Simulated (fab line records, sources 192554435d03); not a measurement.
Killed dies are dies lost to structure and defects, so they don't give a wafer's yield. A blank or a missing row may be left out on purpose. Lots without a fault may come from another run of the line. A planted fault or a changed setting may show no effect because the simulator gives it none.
fab line records | flow n5_finfet
record lots=10 wafers=29 last_day=17
route steps=1938 shown BEOL_M3@933 BEOL_M4@1111 PASSIVATION@1936
lots that met no fault: from a run of the same line without faults
start_h: hours from the record's first day to the start of the lot's first wafer shown | wait_h: hours since the lot's step before | " the same as in the row above | L1.1+2: a row that stands for several wafers | - no value, or no start given | * or withheld: withheld | < > ~ a bound
route shown NAME@n: a module of which the file shows steps, and the number in the route of the first | usual: mean/standard deviation of fault-free wafers | same: alike in all rows | chamber/n: place in a boat | sites: the reading at each site | _std_site: their standard deviation | _edge_site: outer sites' mean less inner sites' | radius_mm: how far each site lies from the wafer's centre | mask NAME#n: copy n | behind: the tool/chamber that last shaped the wafer | hold: why the lot was held/for how many hours/how that ended | device: the transistor (n, p or np) that didn't switch | end of line: the same wafers' tests at the end of the route | a step without rows: its recipe alone | killed: dies lost to structure and defects at the first sort, not the wafer's yield | map: a wafer's dies, x killed, . not, _ none there
set.NAME: the setting as run; set.NAME@STEP: as run at that earlier step | model.NAME: the simulator's own value behind a step, which no gauge read
steps of the route over a sample of lots; a table a step, a row a wafer
services: from which hour (start_h, from the record's first day; less than 0 if before it) a tool's chamber was out of use, for how many hours, and why
## steps
# step N5_BEOL_M3_PECVD_72
# recipe material=SiO2 target_thk_a=160 temp_c=400 precursor=TEOS/O2 pressure_torr=5.5 rf_w=450 teos_flow_sccm=53.8 gas=O2 flow_sccm=3000 time_s=18
# usual heater_power_w=746/95 showerhead_plenum_p_Torr=8.81/0.05 throttle_valve_pct=22.4/1.2
# columns lot.wafer tool chamber start_h wait_h heater_power_w showerhead_plenum_p_Torr throttle_valve_pct
L344.2 pecvd-04 1 143.66 0.0 821 8.81 21.9
L344.3 " 2 " " 690 8.74 23.6
L344.4 " 2 " " 710 8.74 23.6
L345.1 pecvd-02 1 145.88 0.0 735 8.75 23.4
L345.5 " 1 " " 728 8.74 23.4
L346.3 pecvd-02 2 147.83 0.0 765 8.79 22.2
L346.4 " 2 " " 766 8.81 22.1
L346.6 " 0 " " 712 8.80 23.4
L347.3 pecvd-03 2 164.14 0.0 655 8.81 20.9
L347.4 " 0 " " 771 8.80 20.8
L347.6 " 1 " " 783 8.90 22.9
L349.2 pecvd-03 1 171.20 0.0 922 8.90 22.7
L349.4 " 0 " " 735 8.84 20.7
L349.6 " 1 " " 910 8.88 22.9
L353.1 pecvd-02 2 195.17 0.0 733 8.78 22.5
L353.3 " 0 " " 692 8.79 23.5
L353.5 " 2 " " 725 8.81 22.5
L359.2 pecvd-03 2 237.34 0.0 583 8.83 21.1
L359.4 " 0 " " 676 8.84 20.9
L359.6 " 1 " " 899 8.92 22.9
L361.1 pecvd-02 1 245.60 0.0 575 8.73 23.5
L361.2 " 2 " " 782 8.80 20.4
L361.6 " 0 " " 694 8.79 23.6
L363.2 pecvd-04 2 257.15 0.0 774 8.73 24.2
L363.4 " 0 " " 940 8.81 22.7
L363.5 " 1 " " 769 8.83 22.2
L366.1 pecvd-02 2 279.10 0.0 761 8.78 20.5
L366.2 " 1 " " 720 8.75 23.4
L366.3 " 0 " " 688 8.78 23.8
# step N5_BEOL_M3_SPUTTER_92
# recipe material=Cu target_thk_a=45 temp_c=-20 chamber_pressure_pa=0.07 power_w=withheld time_s=8.29
# usual throttle_valve_pct=29.9/1.1
# columns lot.wafer tool chamber start_h wait_h throttle_valve_pct
L344.2 pvd_sputter-02 - 154.57 0.1 29.4
L344.3 " - " " 27.5
L344.4 " - " " 30.6
L345.1 pvd_sputter-01 - 154.97 0.1 30.6
L345.5 " - " " 30.5
L346.3 pvd_sputter-03 - 157.42 0.1 30.2
L346.4 " - " " 29.8
L346.6 " - " " 30.2
L347.3 pvd_sputter-02 - 182.05 0.1 29.1
L347.4 " - " " 30.4
L347.6 " - " " 30.2
L349.2 pvd_sputter-02 - 186.22 0.1 29.2
L349.4 " - " " 32.1
L349.6 " - " " 30.3
L353.1 pvd_sputter-03 - 201.61 0.1 30.2
L353.3 " - " " 29.8
L353.5 " - " " 28.6
L359.2 pvd_sputter-02 - 250.29 0.1 32.4
L359.4 " - " " 30.4
L359.6 " - " " 30.6
L361.1 pvd_sputter-01 - 253.15 0.1 29.0
L361.2 " - " " 30.8
L361.6 " - " " 29.0
L363.2 pvd_sputter-01 - 267.33 0.1 29.6
L363.4 " - " " 30.8
L363.5 " - " " 31.1
L366.1 pvd_sputter-01 - 291.77 0.1 29.2
L366.2 " - " " 30.9
L366.3 " - " " 29.2
# step N5_BEOL_M3_ANNEAL_51
# recipe temp_c=225 time_s=90 ambient=N2
# usual wafer_temp_C_max=225.90/0.26
# columns lot.wafer tool chamber start_h wait_h wafer_temp_C_max
L344.2 rtp_anneal-01 0 155.25 0.1 225.93
L344.3 " 0 " " 225.91
L344.4 " 0 " " 225.81
L345.1 rtp_anneal-01 0 155.61 0.1 226.15
L345.5 " 0 " " 225.64
L346.3 rtp_anneal-01 0 158.15 0.1 225.80
L346.4 " 0 " " 225.52
L346.6 " 0 " " 225.31
L347.3 rtp_anneal-02 0 182.77 0.1 225.56
L347.4 " 0 " " 225.62
L347.6 " 0 " " 225.87
L349.2 rtp_anneal-01 0 186.90 0.1 226.08
L349.4 " 0 " " 225.52
L349.6 " 0 " " 225.70
L353.1 rtp_anneal-02 0 202.25 0.1 225.78
L353.3 " 0 " " 225.92
L353.5 " 0 " " 225.83
L359.2 rtp_anneal-01 0 251.13 0.2 225.78
L359.4 " 0 " " 225.84
L359.6 " 0 " " 226.09
L361.1 rtp_anneal-02 0 253.78 0.1 225.72
L361.2 " 0 " " 225.97
L361.6 " 0 " " 225.80
L363.2 rtp_anneal-02 0 268.01 0.1 225.96
L363.4 " 0 " " 226.11
L363.5 " 0 " " 225.90
L366.1 rtp_anneal-01 0 292.40 0.1 225.92
L366.2 " 0 " " 226.09
L366.3 " 0 " " 226.13
# step N5_BEOL_M3_CMP_52
# recipe stop_on=SiOC t_overpolish_s=6.8 down_force_psi=1 platen_rpm=50 clearing_platen_down_force_psi=1.5 clearing_platen_rpm=50 post_cmp_clean=cu_alkaline target_thk_nm=40 clearing_platen_pad_velocity_m_s=0.99484 pad_velocity_m_s=0.99484
# usual barrier_field_endpoint_s=24.5/0.68 motor_current_A=6.2/0.56 pad_life_wafers=957/620 slurry_filter_dp_kPa=13.51/0.13
# columns lot.wafer tool chamber start_h wait_h barrier_field_endpoint_s motor_current_A pad_life_wafers slurry_filter_dp_kPa
L344.2 cmp-04 3 155.54 0.2 23.6 7.0 925 13.22
L344.3 " 0 " " 23.9 5.6 926 13.66
L344.4 " 1 " " 24.2 6.5 927 13.53
L345.1 cmp-01 3 155.94 0.3 23.3 6.3 1693 13.51
L345.5 " 3 " " 23.8 6.2 - 13.43
L346.4 cmp-01 2 158.35 0.1 24.4 6.1 1710 13.49
L346.3 " 1 " " 25.2 5.7 1713 13.07
L346.6 " 2 " " 24.3 6.4 - 13.58
L347.4 cmp-04 0 182.98 0.1 25.2 5.6 1158 13.47
L347.3 " 1 " " 24.6 6.1 1159 13.58
L347.6 " 0 " " 25.0 5.7 - 13.40
L349.4 cmp-04 1 187.15 0.1 24.8 6.2 1200 13.29
L349.2 " 2 " " 24.7 7.2 1201 13.53
L349.6 " 1 " " 25.3 6.3 - 13.44
L353.1 cmp-03 3 202.54 0.3 25.7 7.1 1758 13.68
L353.3 " 1 " " 23.7 6.0 1760 13.57
L353.5 " 3 " " 25.7 6.9 - 13.62
L359.4 cmp-01 3 251.39 0.1 25.1 6.1 486 13.69
L359.2 " 2 " " 32.4 6.2 489 13.39
L359.6 " 3 " " 24.0 6.4 - 13.42
L361.2 cmp-03 1 254.08 0.2 24.9 5.9 54 13.53
L361.1 " 2 " " 26.5 5.5 55 13.62
L361.6 " 1 " " 26.3 6.0 - 13.32
L363.4 cmp-01 1 268.34 0.2 24.7 6.0 632 13.64
L363.2 " 2 " " 24.0 6.3 633 13.38
L363.5 " 3 " " 24.0 6.4 - 13.50
L366.2 cmp-03 0 292.70 0.2 24.9 6.3 384 13.48
L366.1 " 1 " " 23.5 5.2 385 13.51
L366.3 " 3 " " 24.5 7.0 387 13.57
# step N5_BEOL_M3_CO_CAP_55
# recipe material=Co target_thk_a=20 temp_c=200 precursor=CCTBA/H2 pressure_torr=30 time_s=102.1
# usual heater_power_w=247/16
# columns lot.wafer tool chamber start_h wait_h heater_power_w
L344.2 cvd_co-01 1 155.87 0.0 255
L344.3 " 2 " " 261
L344.4 " 1 " " 258
L345.1 cvd_co-02 0 156.27 0.0 263
L345.5 " 1 " " 240
L346.3 cvd_co-02 2 158.73 0.0 247
L346.4 " 1 " " 242
L346.6 " 0 " " 268
L347.3 cvd_co-01 0 183.35 0.0 215
L347.4 " 0 " " 217
L347.6 " 1 " " 247
L349.2 cvd_co-01 0 187.52 0.0 220
L349.4 " 0 " " 219
L349.6 " 2 " " 259
L353.1 cvd_co-02 2 202.92 0.0 233
L353.3 " 0 " " 257
L353.5 " 2 " " 235
L359.2 cvd_co-02 1 251.76 0.0 241
L359.4 " 2 " " 234
L359.6 " 1 " " 245
L361.1 cvd_co-02 1 254.45 0.0 241
L361.2 " 2 " " 236
L361.6 " 2 " " 243
L363.2 cvd_co-02 1 268.64 0.0 246
L363.4 " 2 " " 232
L363.5 " 1 " " 243
L366.1 cvd_co-02 1 293.07 0.0 238
L366.2 " 2 " " 242
L366.3 " 0 " " 263
# step N5_BEOL_M4_RC_MEAS_101
# usual DIBL_N=36.0/2.2 DIBL_P=35.9/2.6 IOFF_N=0.16/0.038 IOFF_P=0.21/0.042 ION_N=675/15 ION_P=463/10 SS_N=71.5/0.62 SS_P=73.2/0.76 VT_N=250/4.1 VT_P=-251/3.6
# columns lot.wafer tool chamber start_h wait_h DIBL_N[mV/V] DIBL_P[mV/V] IOFF_N[nA/um] IOFF_P[nA/um] ION_N[uA/um] ION_P[uA/um] SS_N[mV/dec] SS_P[mV/dec] VT_N[mV] VT_P[mV]
L344.2 prober-01 0 164.69 0.2 35.0 34.6 0.13 0.20 672 464 71.2 72.7 250 -250
L344.3 " 0 " " 32.8 32.3 0.11 0.17 658 457 70.6 72.4 256 -251
L344.4 " 0 " " 33.8 32.1 0.12 0.16 665 461 71.6 72.1 254 -251
L345.1 prober-01 0 168.74 0.0 37.3 37.3 0.17 0.21 674 461 71.5 73.2 251 -254
L345.5 " 0 " " 35.4 35.0 0.14 0.19 667 454 71.6 72.4 251 -253
L346.3 prober-02 0 168.92 0.3 36.3 37.2 0.17 0.21 675 458 72.3 73.5 249 -252
L346.4 " 0 " " 35.1 36.8 0.15 0.19 662 454 71.6 73.3 251 -252
L346.6 " 0 " " 32.8 34.1 0.12 0.16 672 463 70.7 72.1 253 -255
L347.3 prober-02 0 194.41 0.3 33.3 33.6 0.12 0.15 657 446 70.9 73.0 253 -255
L347.4 " 0 " " 36.6 37.5 0.17 0.20 680 458 72.6 73.8 247 -251
L347.6 " 0 " " 34.8 34.4 0.14 0.15 656 444 71.8 73.3 251 -255
L349.2 prober-01 0 195.36 0.2 38.7 39.3 0.21 0.26 690 471 72.2 74.5 245 -249
L349.4 " 0 " " 36.1 35.5 0.16 0.19 675 459 72.4 73.7 249 -251
L349.6 " 0 " " 33.1 32.3 0.12 0.16 662 452 71.2 72.1 252 -253
L353.1 prober-02 0 215.85 0.0 37.8 37.3 0.16 0.19 675 459 71.2 73.3 252 -254
L353.3 " 0 " " 35.3 34.2 0.12 0.16 644 445 70.9 73.4 259 -256
L353.5 " 0 " " 35.8 33.6 0.13 0.15 653 446 71.9 72.5 256 -259
L359.2 prober-01 0 264.52 0.2 35.9 34.9 0.14 0.17 670 458 71.9 73.3 253 -257
L359.4 " 0 " " 34.5 34.9 0.14 0.17 656 452 71.3 74.0 248 -256
L359.6 " 0 " " 33.3 32.4 0.10 0.15 632 438 71.4 73.3 254 -259
L361.1 prober-02 0 266.93 0.0 37.0 38.5 0.17 0.24 661 456 72.0 73.5 246 -249
L361.2 " 0 " " 37.4 38.1 0.20 0.23 697 478 71.2 73.8 243 -251
L361.6 " 0 " " 36.6 36.9 0.17 0.22 686 464 70.7 72.4 248 -250
L363.2 prober-02 0 281.27 0.2 38.6 39.0 0.18 0.23 675 464 71.9 73.4 249 -250
L363.4 " 0 " " 39.9 42.4 0.22 0.29 696 482 72.1 73.9 245 -248
L363.5 " 0 " " 38.5 39.0 0.20 0.25 689 472 71.6 73.0 246 -250
L366.1 prober-01 0 306.25 0.0 37.4 40.0 0.21 0.26 678 458 71.8 74.5 242 -250
L366.2 " 0 " " 33.0 33.5 0.14 0.17 679 467 71.5 72.5 249 -254
L366.3 " 0 " " 37.6 40.5 0.22 0.25 692 470 72.9 74.6 244 -249
# step N5_PASSIVATION_PROBE_49
# usual defect_limited_yield=91.4/1.6 killed_at_M0_to_M3=35/10 killed_at_M4_up=12/4.7 killed_at_contacts=12/5.8 killed_at_front_end=38/12 killed_at_other=4/3.2 killed_dies=102/18 killed_on_rim=13/4.2 killed_open=68/14 killed_short=32/8 sort_bin_5_function=5.1/0.96 sort_bin_6_memory=3.2/0.77 sort_bin_8_speed=0.1/0.39 sort_n_pass=1078/20 sort_yield_pct=91.3/1.7
# same gross_dies=1180 killed_at_back_side=0 sort_bin_4_leakage[%]=0
# columns lot.wafer tool chamber start_h wait_h defect_limited_yield[%] killed_at_M0_to_M3 killed_at_M4_up killed_at_contacts killed_at_front_end killed_at_other killed_dies killed_on_rim killed_open killed_short sort_bin_5_function[%] sort_bin_6_memory[%] sort_bin_8_speed[%] sort_n_pass sort_yield_pct[%]
L361.1 prober-01 - 373.94 0.0 89.0 53 1 4 69 3 130 24 89 41 5.8 4.9 0 1050 89.0
L361.2 prober-01 - 373.99 0.1 91.2 33 7 12 47 5 104 10 81 23 5.1 3.5 0 1076 91.2
L361.6 prober-01 - 374.19 0.3 89.9 40 14 12 51 2 119 14 84 35 5.7 4.2 0 1061 89.9
L363.4 prober-02 - 391.20 0.8 91.5 31 13 13 36 7 100 10 62 37 4.9 3.1 0 1080 91.5
L363.5 prober-02 - 391.25 0.8 93.3 16 17 9 31 6 79 15 48 31 3.6 2.7 0 1101 93.3
# killed by level:class
L361.1 STI_FIN_REVEAL:geometric_particle:open=22 FIN_SAQP:geometric_particle:open=21 BEOL_M0_SAQP:geometric_particle:short=10 BEOL_M3:geometric_particle:open=10 BEOL_M1:geometric_particle:open=9 BEOL_M0_SAQP:geometric_particle:open=8 FIN_SAQP:geometric_particle:short=7 STARTING-WAFER:geometric_particle:open=7
L361.2 FIN_SAQP:geometric_particle:open=22 BEOL_M0_SAQP:geometric_particle:open=11 MOL_CONTACT_COAG:geometric_particle:open=9 FIN_SAQP:geometric_particle:short=9 BEOL_M2:geometric_particle:open=6 BEOL_M0_SAQP:geometric_particle:short=5 BEOL_M1:geometric_particle:open=5 BEOL_M3:geometric_particle:open=5
L361.6 FIN_SAQP:geometric_particle:open=16 STI_FIN_REVEAL:geometric_particle:open=11 MOL_CONTACT_COAG:geometric_particle:open=11 BEOL_M3:geometric_particle:open=6 BEOL_M1:geometric_particle:open=6 BEOL_M0:geometric_particle:open=5 BEOL_M2:geometric_particle:open=5 BEOL_M4:geometric_particle:open=4
L363.4 MOL_CONTACT_COAG:geometric_particle:open=10 BEOL_M1:geometric_particle:open=8 BEOL_M3:geometric_particle:open=8 FIN_SAQP:geometric_particle:open=6 GATE_CUT:geometric_particle:short=5 BEOL_M1:geometric_particle:short=5 DUMMY_GATE:geometric_particle:open=4 BEOL_M0_SAQP:geometric_particle:open=4
L363.5 FIN_SAQP:geometric_particle:short=5 MOL_CONTACT_COAG:geometric_particle:short=5 BEOL_M0_SAQP:geometric_particle:short=5 BEOL_M1:geometric_particle:open=5 FIN_SAQP:geometric_particle:open=4 STI_FIN_REVEAL:geometric_particle:open=4 MOL_CONTACT_COAG:geometric_particle:open=4 BEOL_M7:geometric_particle:open=4
## services
# columns tool chamber start_h hours kind
cmp-03 - 126.83 1.2 repair
cvd_co-02 - 138.59 6.9 pm
pecvd-02 0 142.67 2.1 scheduled_down
pvd_sputter-01 - 150.27 1.8 repair
cvd_co-02 - 150.64 1.2 repair
cmp-01 - 154.57 0.4 repair
pecvd-02 2 158.51 5.0 scheduled_down
pecvd-04 - 168.14 0.8 repair
cmp-04 - 177.55 0.7 repair
cmp-01 - 181.78 3.0 repair
cmp-01 - 196.02 4.0 pm
cvd_co-02 - 198.93 0.9 repair
cmp-01 - 200.02 - consumable_replace:conditioner
cmp-01 - 200.02 - consumable_replace:pad
pecvd-02 2 202.38 - clean
pecvd-02 2 202.38 - consumable_replace:showerhead
pecvd-02 2 202.38 29.0 scheduled_down
pecvd-02 2 202.38 29.0 vent_cycle
cmp-04 - 207.57 24.7 pm
cmp-03 - 238.49 1.3 repair
cmp-03 - 245.04 4.0 pm
pecvd-02 0 251.39 5.1 repair
cmp-04 - 253.65 0.9 repair
cvd_co-01 1 260.15 4.1 repair
## key
first_sign step=N5_BEOL_M3_CMP_52 reading=barrier_field_endpoint_s direction=up sigmas=12 usual=24.5 struck=32.4
effect none on later readings
met_at N5_BEOL_M3_PECVD_72
struck_lots L359
struck_wafers L359.2
not_acting_at N5_BEOL_M3_SPUTTER_92,N5_BEOL_M3_ANNEAL_51,N5_BEOL_M3_CO_CAP_55
onset_between 164.14 237.34
fault kind=process_parameter_drift tool=pecvd-03 chamber=2 onset_h=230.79 steps=N5_BEOL_M3_PECVD_72 channel=time_s offset=* shape=step end_h=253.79 acts_in=* stated=*
